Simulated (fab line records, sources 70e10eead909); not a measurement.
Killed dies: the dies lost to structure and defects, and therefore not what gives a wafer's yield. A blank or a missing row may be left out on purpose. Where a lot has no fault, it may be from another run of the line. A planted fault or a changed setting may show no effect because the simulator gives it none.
Matching of chambers || flow nand_harc || NHARC_P_M2_DEP_00 on pecvd-02: 3 sister chambers
The step deposits SiOC, target thk 182.5 nm. 14 wafers are shown with their chamber, then 7 later ones without.

## EACH WAFER AND ITS CHAMBER
{"wafer": "L240.1", "chamber": 2, "chamber_pressure_Torr (Torr)": 4.994, "rf_fwd_power_W (W)": 600.4}
{"wafer": "L240.4", "chamber": 1, "chamber_pressure_Torr (Torr)": 5.002, "rf_fwd_power_W (W)": 598.5}
{"wafer": "L240.5", "chamber": 2, "chamber_pressure_Torr (Torr)": 4.981, "rf_fwd_power_W (W)": 599.1}
{"wafer": "L241.2", "chamber": 0, "chamber_pressure_Torr (Torr)": 5.010, "rf_fwd_power_W (W)": 595.9}
{"wafer": "L241.5", "chamber": 0, "chamber_pressure_Torr (Torr)": 4.995, "rf_fwd_power_W (W)": 598.2}
{"wafer": "L241.6", "chamber": 1, "chamber_pressure_Torr (Torr)": 5.032, "rf_fwd_power_W (W)": 595.5}
{"wafer": "L252.1", "chamber": 0, "chamber_pressure_Torr (Torr)": 4.998, "rf_fwd_power_W (W)": 599.0}
{"wafer": "L252.2", "chamber": 2, "chamber_pressure_Torr (Torr)": 5.020, "rf_fwd_power_W (W)": 596.6}
{"wafer": "L252.4", "chamber": 0, "chamber_pressure_Torr (Torr)": 4.981, "rf_fwd_power_W (W)": 598.0}
{"wafer": "L254.1", "chamber": 0, "chamber_pressure_Torr (Torr)": 4.988, "rf_fwd_power_W (W)": 596.6}
{"wafer": "L254.4", "chamber": 0, "chamber_pressure_Torr (Torr)": 4.989, "rf_fwd_power_W (W)": 596.0}
{"wafer": "L254.5", "chamber": 1, "chamber_pressure_Torr (Torr)": 5.014, "rf_fwd_power_W (W)": 597.3}
{"wafer": "L256.4", "chamber": 0, "chamber_pressure_Torr (Torr)": 5.007, "rf_fwd_power_W (W)": 600.8}
{"wafer": "L256.5", "chamber": 2, "chamber_pressure_Torr (Torr)": 5.019, "rf_fwd_power_W (W)": 593.6}

SIGNATURES, as means of the wafers listed above
{"reading": "chamber_pressure_Torr", "chamber 0": 4.99543, "chamber 1": 5.01600, "chamber 2": 5.00350, "scatter within a chamber": 0.0142}
{"reading": "rf_fwd_power_W", "chamber 0": 597.786, "chamber 1": 597.100, "chamber 2": 597.425, "scatter within a chamber": 2.14}
Rule: distance of a wafer from a chamber = root of the sum over the readings of ((wafer's reading minus chamber's mean) / reading's scatter) squared. The wafer belongs to the nearest chamber; if the next one is less than 2 further off, it can't be placed. The scatter: take each reading less its chamber's mean, square it, sum over the shown wafers, divide by the number of wafers less the number of chambers, and take the root.

## WAFERS WITHOUT THEIR CHAMBER
{"wafer": "L256.6", "chamber_pressure_Torr (Torr)": 5.001, "rf_fwd_power_W (W)": 595.9}
{"wafer": "L258.1", "chamber_pressure_Torr (Torr)": 5.000, "rf_fwd_power_W (W)": 599.7}
{"wafer": "L258.4", "chamber_pressure_Torr (Torr)": 5.019, "rf_fwd_power_W (W)": 601.5}
{"wafer": "L258.5", "chamber_pressure_Torr (Torr)": 5.006, "rf_fwd_power_W (W)": 599.4}
{"wafer": "L259.1", "chamber_pressure_Torr (Torr)": 5.004, "rf_fwd_power_W (W)": 594.9}
{"wafer": "L259.2", "chamber_pressure_Torr (Torr)": 4.999, "rf_fwd_power_W (W)": 601.1}
{"wafer": "L259.4", "chamber_pressure_Torr (Torr)": 5.013, "rf_fwd_power_W (W)": 598.6}

## WHICH CHAMBER EACH ONE RAN IN
{"wafer": "L256.6", "from the rows above": "can't be placed: 2 or 0 or 1", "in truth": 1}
{"wafer": "L258.1", "from the rows above": "can't be placed: 0 or 2 or 1", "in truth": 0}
{"wafer": "L258.4", "from the rows above": "can't be placed: 1 or 2 or 0", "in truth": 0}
{"wafer": "L258.5", "from the rows above": "can't be placed: 2 or 0 or 1", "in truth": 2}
{"wafer": "L259.1", "from the rows above": "can't be placed: 2 or 1 or 0", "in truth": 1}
{"wafer": "L259.2", "from the rows above": "can't be placed: 0 or 2 or 1", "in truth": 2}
{"wafer": "L259.4", "from the rows above": "can't be placed: 1 or 2 or 0", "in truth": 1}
Correct placement for 0 of the 7. From these rows, 7 cannot be placed; in 7 the true chamber is one of the candidates. 0 placed wrongly.
